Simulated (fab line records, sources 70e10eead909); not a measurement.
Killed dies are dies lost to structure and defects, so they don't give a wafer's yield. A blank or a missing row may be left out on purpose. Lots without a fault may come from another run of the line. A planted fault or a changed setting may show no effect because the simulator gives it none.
A struck lot beside a sound one | flow nand_harc | 15 steps out of a route of 1302
Sound: wafers L375.1, L375.5, L375.6. Struck: wafer L393.2. (L393.3, L393.4 of the same lot were not struck and are left out.) The cause comes at the end.
At each step with rows: each side's tool, then ch and its chambers, then its first start. Under that, the readings that differ: sound wafers | struck wafers | difference of the means | sigmas: that difference in standard deviations of wafers without a fault.
alike: readings whose means differ by less than 2 such deviations, and words and numbers that are the same on both sides. not compared: withheld readings, readings that some wafer has no value for, bounds like >300 that may hide the same value, and numbers for which the record gives no deviation and whose values overlap.
The two part at a step that has a row with sigmas, a row that says differs or no value, or rows on one side only. Numbers that don't overlap but have no deviation are shown without sigmas and don't part them. A reading that every wafer of one side lacks parts them only if that side has two wafers or more.

NHARC_A_CHANNEL_HOLE_D2_XSEM_32:
  sound on xsem-01 ch 0, day 13 16:05; struck on xsem-02 ch 0, day 22 12:17
  alike: bot_cd_nm, bow_nm, tilt_deg
NHARC_A_CHANNEL_HOLE_D2_INSPECT_40:
  sound on defect_inspect-01, day 13 16:11; struck on defect_inspect-01, day 22 12:23
  alike: raw_defect_count
then, 2 steps without rows for these wafers: NHARC_A_CHANNEL_FILL_D2_PRECLEAN_00 (cleans in SC1); NHARC_A_CHANNEL_FILL_D2_SRD_01.
NHARC_A_CHANNEL_FILL_D2_ALD_02: deposits SiO2, target thk 6 nm, pulse time 10 s, ald cycles 60.
  sound on ald_hk-03 ch 1,2,3, day 13 16:36; struck on ald_hk-02 ch 0, day 22 13:12
  alike: heater_power_w, precursor_pulse_height_rel
NHARC_A_CHANNEL_FILL_D2_ALD_03: deposits SiNx, target thk 6 nm, pulse time 60 s, ald cycles 58.
  sound on ald_sin_batch-02 ch 0; struck on ald_sin_batch-03 ch 0
  alike: chamber_pressure_Torr, precursor_pulse_height_rel
then, 2 steps without rows for these wafers: NHARC_A_CHANNEL_FILL_D2_ALD_14 (deposits SiO2, target thk 2.5 nm, pulse time 10 s, ald cycles 25); NHARC_A_CHANNEL_FILL_D2_ALD_15 (deposits SiNx, target thk 2 nm, pulse time 60 s, ald cycles 19).
NHARC_A_CHANNEL_FILL_D2_ALD_16: deposits SiO2, target thk 1.5 nm, pulse time 10 s, ald cycles 15.
  sound on ald_hk-01 ch 0,1,3, day 14 04:38; struck on ald_hk-01 ch 0, day 23 01:27
  alike: heater_power_w, precursor_pulse_height_rel
then, 2 steps without rows for these wafers: NHARC_A_CHANNEL_FILL_D2_ANNEAL_17 (time 1800 s); NHARC_A_CHANNEL_FILL_D2_CVD_18 (deposits poly-Si, target thk 3 nm).
NHARC_A_CHANNEL_FILL_D2_ETCHBACK_19: etches the open film in HBr/Cl2, target depth 5 nm, time 1.7 s.
  sound on rie_si-06 ch 2,3, day 14 16:55; struck on rie_si-01 ch 0, day 23 13:43
  reading                     | sound                | struck | difference | sigmas
  drypump_motor_current_A (A) | 5.5 5.5 5.2          | 6.3    | +0.9       | +2
  throttle_valve_pct (%)      | 26.403 26.426 26.414 | 26.392 | -0.022     | -3
  alike: oes_product_au, rf_fwd_power_W
  not compared: rf_hours_counter_h
NHARC_A_CHANNEL_FILL_D2_ETCHBACK_20: etches the open film in C4F8/O2/Ar, target depth 27 nm, time 13.5 s.
  sound on rie_diel-10 ch 1,2, day 14 17:02; struck on rie_diel-01 ch 0, day 23 13:50
  reading               | sound          | struck | difference | sigmas
  oes_product_au (a.u.) | 0.99 0.99 0.98 | 0.80   | -0.19      | -6
  alike: rf_fwd_power_W, rf_vpp_V
  not compared: rf_hours_counter_h
then, 1 step without rows for these wafers: NHARC_A_CHANNEL_FILL_D2_STRIP_28 (strips in O2, time 20 s).
-- the record jumps here: 10 days lie between the struck wafers' starts before and after (it left off in module A_CHANNEL_FILL_D2 and takes up again in module END, whose first step shown is number 1302 of the route) --
NHARC_END_SORT_01:
  sound on prober-01 ch 0, day 25 18:43; struck on prober-01 ch 0, day 33 09:56
  reading         | sound    | struck                   | difference                   | sigmas
  hold            | - - -    | await_dispo/2.6h/release | no value on the sound wafers |
  killed_at_array | 58 57 38 | 258                      | +207                         | +13
  killed_dies     | 64 67 42 | 265                      | +207                         | +13
  alike: killed_at_other, killed_at_periphery, killed_open, killed_short

WHERE THEY PART
First at NHARC_A_CHANNEL_FILL_D2_ETCHBACK_19; last, within this record, at NHARC_END_SORT_01.

WHY: what the simulator had put in
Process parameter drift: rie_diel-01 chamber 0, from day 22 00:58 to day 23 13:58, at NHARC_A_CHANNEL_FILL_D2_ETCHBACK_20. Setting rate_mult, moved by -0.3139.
